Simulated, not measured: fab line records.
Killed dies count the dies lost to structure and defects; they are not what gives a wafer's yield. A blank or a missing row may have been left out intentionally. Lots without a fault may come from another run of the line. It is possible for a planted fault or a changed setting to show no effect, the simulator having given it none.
fab line records    flow nand_harc
record lots=6  wafers=18  last_day=33
route steps=1302 shown A_STAIRCASE@657
lots that met no fault: taken from a fault-free run of the same line
start_h: the number of hours between the record's first day and the start of the first shown wafer of the lot    wait_h: hours elapsed since this lot's preceding step    " same as the row above    L1.1+2: a single row standing in for several wafers    - no value, or no start given    * or withheld: withheld    < > ~ a bound
route shown NAME@n: a module of which the file shows steps, and the number in the route of the first    usual: average and standard deviation across the fault-free wafers    same: alike in all rows    chamber/n: place in a boat    sites: the reading at each site    _std_site: their standard deviation    _edge_site: inner sites' mean taken away from outer sites' mean    radius_mm: how far each site lies from the wafer's centre    mask NAME#n: copy n    behind: the tool/chamber that last shaped the wafer    hold: why the lot went on hold/how many hours it stayed there/how the hold came to an end    device: whichever transistor did not switch (one of n, p or np)    end of line: tests of these same wafers at the route's end    step lacking rows: just its recipe    killed: dies that structure and defects cost at the first sort, which is not the same as the wafer's yield    map: per-die view of a wafer (x killed, . not killed, _ where there is no die)
set.NAME: the setting the step ran with; set.NAME@STEP: the setting that earlier step ran with    model.NAME: the simulator's own value behind a step, which no gauge read
lots seen at some steps along the route; tables by step, rows by wafer
services: from which hour (start_h, from the record's first day; less than 0 if before it) a tool's chamber was out of use, for how many hours, and why
## steps
# step NHARC_A_STAIRCASE_DEHYDRATE_01
# recipe temp_c=150  time_s=120
# step NHARC_A_STAIRCASE_HMDS_02
# recipe time_s=30
# step NHARC_A_STAIRCASE_COAT_03
# recipe spin_rpm=1200
# step NHARC_A_STAIRCASE_SOFTBAKE_04
# recipe temp_c=135  time_s=170
# step NHARC_A_STAIRCASE_EBR_05
# step NHARC_A_STAIRCASE_EXPOSE_06
# recipe na=0.5  dose_mj=25.43  mask_id=STAIR
# step NHARC_A_STAIRCASE_PEB_07
# recipe peb_temp_c=115  peb_time_s=130
# step NHARC_A_STAIRCASE_DEVELOP_08
# recipe time_s=140
# step NHARC_A_STAIRCASE_HARDBAKE_10
# recipe temp_c=120  time_s=140
# step NHARC_A_STAIRCASE_DESCUM_11
# recipe time_s=3  o2_flow_sccm=200  ar_flow_sccm=0  bias_power_w=0  chemistry=O2
# usual chamber_pressure_mTorr=60.00/0.059  drypump_motor_current_A=5.7/0.6  oes_product_au=1.002/0.013  rf_vpp_V=57.7/0.93  showerhead_plenum_p_Torr=1.89/0.072  throttle_valve_pct=11.311/0.0091
# same time_s=3
lot.wafer  tool         chamber  start_h  wait_h  chamber_pressure_mTorr  drypump_motor_current_A  oes_product_au  rf_hours_counter_h  rf_vpp_V  showerhead_plenum_p_Torr  throttle_valve_pct
L928.2     rie_diel-04  0        373.85   -       60.14                   4.9                      0.989           3                   59.1      2.00                      11.299
L928.1     "            2        "        "       59.98                   6.3                      1.009           5                   58.6      2.03                      11.311
L928.3     "            3        "        "       59.96                   5.9                      0.986           5                   58.6      1.89                      11.306
L930.1     rie_diel-13  3        381.11   -       60.03                   6.6                      0.992           10                  58.0      1.92                      11.299
L930.2     "            1        "        "       60.05                   5.7                      1.032           11                  57.5      1.90                      11.302
L930.6     "            3        "        "       60.05                   6.6                      0.996           -                   58.2      1.92                      11.308
L934.4     rie_diel-13  3        418.57   -       60.01                   6.6                      1.003           22                  58.3      1.91                      11.311
L934.2     "            0        "        "       60.11                   5.8                      1.007           21                  60.0      1.82                      11.318
L934.5     "            2        "        "       59.96                   5.1                      1.002           -                   57.0      1.80                      11.303
L936.4     rie_diel-13  3        433.12   -       60.08                   6.6                      0.987           26                  56.9      1.91                      11.319
L936.3     "            0        "        "       60.07                   5.8                      0.994           26                  58.1      1.82                      11.314
L936.6     "            3        "        "       60.03                   6.6                      1.002           -                   59.0      1.91                      11.317
L948.4     rie_diel-04  2        551.40   -       60.00                   6.3                      1.007           3                   56.8      2.02                      11.330
L948.3     "            0        "        "       59.99                   4.9                      0.995           3                   58.5      1.98                      11.298
L948.6     "            3        "        "       60.02                   5.9                      0.996           -                   56.5      1.87                      11.319
L949.1     rie_diel-10  0        574.34   -       60.01                   6.3                      0.973           45                  57.5      1.90                      11.303
L949.6     "            0        "        "       60.04                   6.3                      0.975           -                   58.5      1.90                      11.319
L949.5     "            1        "        "       59.98                   5.0                      0.997           -                   57.5      1.88                      11.313
# step NHARC_A_STAIRCASE_TRIM_12
# recipe time_s=211.2  o2_flow_sccm=500  ar_flow_sccm=0  bias_w=0  chemistry=O2
# usual chamber_pressure_mTorr=60.00/0.055  drypump_motor_current_A=5.7/0.59  oes_product_au=1.002/0.014  rf_vpp_V=57.6/0.86  showerhead_plenum_p_Torr=3.49/0.13  throttle_valve_pct=17.035/0.0091
# same bias_w=0  time_s=211.2
lot.wafer  tool         chamber  start_h  wait_h  chamber_pressure_mTorr  drypump_motor_current_A  oes_product_au  rf_hours_counter_h  rf_vpp_V  showerhead_plenum_p_Torr  throttle_valve_pct
L928.2     rie_diel-04  0        373.95   0.1     60.02                   4.9                      0.994           3                   58.4      3.68                      17.030
L928.3     "            1        "        "       59.98                   4.8                      1.005           3                   58.0      3.49                      17.033
L928.1     "            2        "        "       60.00                   6.2                      1.016           5                   58.5      3.74                      17.049
L930.1     rie_diel-13  0        381.20   0.1     60.07                   5.9                      1.011           10                  59.2      3.37                      17.042
L930.2     "            3        "        "       59.98                   6.6                      0.998           10                  58.7      3.53                      17.028
L930.6     "            0        "        "       59.98                   5.9                      1.009           -                   56.2      3.37                      17.045
L934.2     rie_diel-13  2        418.64   0.1     60.05                   5.1                      1.011           22                  57.9      3.34                      17.029
L934.4     "            0        "        "       59.87                   5.9                      1.000           21                  57.7      3.37                      17.032
L934.5     "            3        "        "       59.91                   6.6                      0.995           -                   57.9      3.52                      17.039
L936.3     rie_diel-13  0        433.21   0.1     60.02                   5.9                      1.004           26                  56.7      3.36                      17.019
L936.4     "            1        "        "       59.89                   5.7                      1.013           27                  59.1      3.50                      17.035
L936.6     "            3        "        "       60.02                   6.6                      0.990           -                   57.5      3.52                      17.041
L948.3     rie_diel-04  0        551.49   0.1     60.05                   4.9                      0.989           3                   56.4      3.65                      17.046
L948.4     "            2        "        "       60.01                   6.3                      0.999           3                   57.7      3.71                      17.025
L948.6     "            0        "        "       59.95                   4.9                      1.000           -                   58.3      3.65                      17.026
L949.1     rie_diel-10  0        574.43   0.1     59.99                   6.3                      0.975           45                  56.3      3.50                      17.021
L949.6     "            0        "        "       60.05                   6.3                      0.974           -                   58.3      3.50                      17.030
L949.5     "            1        "        "       59.96                   5.1                      0.997           -                   58.7      3.46                      17.019
# step NHARC_A_STAIRCASE_ETCH_13
# recipe target_depth_a=1000  time_s=40.5  ion_energy_ev=400  c4f8_flow_sccm=20  o2_flow_sccm=10  ar_flow_sccm=withheld  rf_w=600  bias_w=1000  chemistry=C4F8/O2
# usual bias_w=999.8/2.8  chamber_pressure_mTorr=25.000/0.022  oes_product_au=0.945/0.016  rf_fwd_power_W=592.5/2.4  rf_vpp_V=894/4.7
# same time_s=40.5
lot.wafer  tool         chamber  start_h  wait_h  bias_w  chamber_pressure_mTorr  oes_product_au  rf_fwd_power_W  rf_hours_counter_h  rf_vpp_V
L928.1     rie_diel-04  2        374.09   -       1001.4  24.988                  0.968           592.6           5                   904
L928.2     "            0        "        "       1004.1  25.002                  0.926           597.2           3                   902
L928.3     "            1        "        "       1002.2  25.005                  0.932           590.3           3                   896
L930.1     rie_diel-13  3        381.41   -       995.5   25.011                  0.921           590.2           10                  897
L930.2     "            0        "        "       997.6   24.997                  0.937           592.7           10                  890
L930.6     "            2        "        "       1002.9  24.990                  0.961           590.8           -                   889
L934.2     rie_diel-13  3        418.80   -       1002.6  25.013                  1.021           688.9           22                  896
L934.4     "            1        "        "       999.8   25.016                  1.067           691.8           22                  895
L934.5     "            0        "        "       1001.6  24.996                  1.055           686.5           -                   890
L936.3     rie_diel-13  1        433.35   -       1000.3  25.005                  1.068           686.9           27                  895
L936.4     "            2        "        "       997.1   25.006                  1.059           687.8           27                  888
L936.6     "            2        "        "       995.6   25.000                  1.065           686.4           -                   888
L948.3     rie_diel-04  0        551.64   -       997.5   25.012                  0.949           594.7           3                   900
L948.4     "            3        "        "       997.4   25.006                  0.947           593.2           3                   893
L948.6     "            0        "        "       1001.3  25.018                  0.952           592.5           -                   899
L949.1     rie_diel-10  2        574.59   -       1000.4  25.023                  0.962           591.9           46                  905
L949.6     "            1        "        "       1002.7  24.976                  0.931           593.5           -                   893
L949.5     "            2        "        "       1000.5  25.024                  0.964           591.4           -                   904
# step NHARC_A_STAIRCASE_TRIM_14
# recipe time_s=211.2  o2_flow_sccm=500  ar_flow_sccm=0  bias_w=0  chemistry=O2
# usual chamber_pressure_mTorr=60.00/0.051  drypump_motor_current_A=5.7/0.59  oes_product_au=1.000/0.015  rf_vpp_V=57.7/0.9  showerhead_plenum_p_Torr=3.49/0.13  throttle_valve_pct=17.036/0.0085
# same bias_w=0  time_s=211.2
lot.wafer  tool         chamber  start_h  wait_h  chamber_pressure_mTorr  drypump_motor_current_A  oes_product_au  rf_hours_counter_h  rf_vpp_V  showerhead_plenum_p_Torr  throttle_valve_pct
L928.2     rie_diel-04  3        -        -       60.03                   5.9                      0.993           5                   57.7      3.48                      17.028
L928.3     "            1        "        "       60.06                   4.8                      0.995           3                   57.5      3.49                      17.028
L928.1     "            2        "        "       59.97                   6.3                      1.022           5                   59.0      3.74                      17.047
L930.2     rie_diel-13  3        -        -       60.06                   6.6                      0.975           10                  57.7      3.53                      17.042
L930.1     "            0        "        "       60.06                   5.9                      1.006           10                  56.6      3.37                      17.047
L930.6     "            3        "        "       59.99                   6.6                      0.988           -                   56.6      3.53                      17.036
L934.4     rie_diel-13  1        -        -       60.03                   5.7                      1.023           22                  58.6      3.50                      17.049
L934.2     "            0        "        "       60.03                   5.9                      1.000           21                  57.6      3.37                      17.040
L934.5     "            2        "        "       60.08                   5.1                      1.009           -                   57.5      3.34                      17.029
L936.3     rie_diel-13  3        -        -       59.99                   6.6                      0.993           27                  57.0      3.52                      17.044
L936.4     "            0        "        "       59.95                   5.9                      1.011           26                  57.2      3.36                      17.037
L936.6     "            2        "        "       60.06                   5.1                      1.023           -                   58.0      3.34                      17.036
L948.3     rie_diel-04  2        -        -       60.08                   6.3                      1.005           3                   58.5      3.71                      17.024
L948.4     "            3        "        "       59.94                   5.9                      0.993           3                   58.3      3.45                      17.047
L948.6     "            2        "        "       59.99                   6.3                      0.997           -                   58.2      3.71                      17.043
L949.1     rie_diel-10  3        -        -       60.04                   5.3                      0.983           50                  56.9      3.39                      17.041
L949.5     "            2        "        "       59.94                   6.3                      0.993           -                   57.8      3.78                      17.031
L949.6     "            3        "        "       59.95                   5.3                      0.987           -                   57.5      3.39                      17.028
## services
tool         chamber  start_h  hours  kind
rie_diel-13  0        353.84   -      clean
rie_diel-13  1        353.84   -      clean
rie_diel-13  2        353.84   -      clean
rie_diel-13  3        353.84   -      clean
rie_diel-04  -        354.98   9.0    pm
rie_diel-13  0        378.34   -      clean
rie_diel-13  1        378.34   -      clean
rie_diel-13  2        378.34   -      clean
rie_diel-13  3        378.34   -      clean
rie_diel-04  3        381.58   7.2    repair
rie_diel-13  0        402.84   -      clean
rie_diel-13  1        402.84   -      clean
rie_diel-13  2        402.84   -      clean
rie_diel-13  3        402.84   -      clean
rie_diel-10  -        419.56   9.0    pm
rie_diel-13  0        427.40   -      clean
rie_diel-13  1        427.40   -      clean
rie_diel-13  2        427.40   -      clean
rie_diel-13  3        427.40   -      clean
rie_diel-13  0        452.52   -      clean
rie_diel-13  1        452.52   -      clean
rie_diel-13  -        521.84   9.0    pm
rie_diel-04  -        531.98   9.0    pm
rie_diel-10  1        556.92   5.6    repair
## key
first_sign step=NHARC_A_STAIRCASE_ETCH_13  reading=rf_fwd_power_W  direction=up  sigmas=40  usual=*  struck=*
effect step=NHARC_A_STAIRCASE_ETCH_13  reading=oes_product_au  direction=up  sigmas=6.7  usual=0.945  struck=1.056
met_at NHARC_A_STAIRCASE_ETCH_13
struck_wafers L934.2,L934.4,L934.5,L936.3,L936.4,L936.6
tester_left_out L934,L936
onset_between 381.41 418.80
fault kind=process_parameter_drift  tool=rie_diel-13  chamber=-  onset_h=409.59  steps=NHARC_A_STAIRCASE_ETCH_13  channel=rf_w  offset=*  shape=step  end_h=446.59  acts_in=*  stated=*
# tester_left_out: of these lots the tester's yield and bins aren't shown, on N5 and GAA mostly nor the transistor test; their killed dies are dies lost to structure and defects alone, not to doping, threshold or leakage, so they don't give the yield
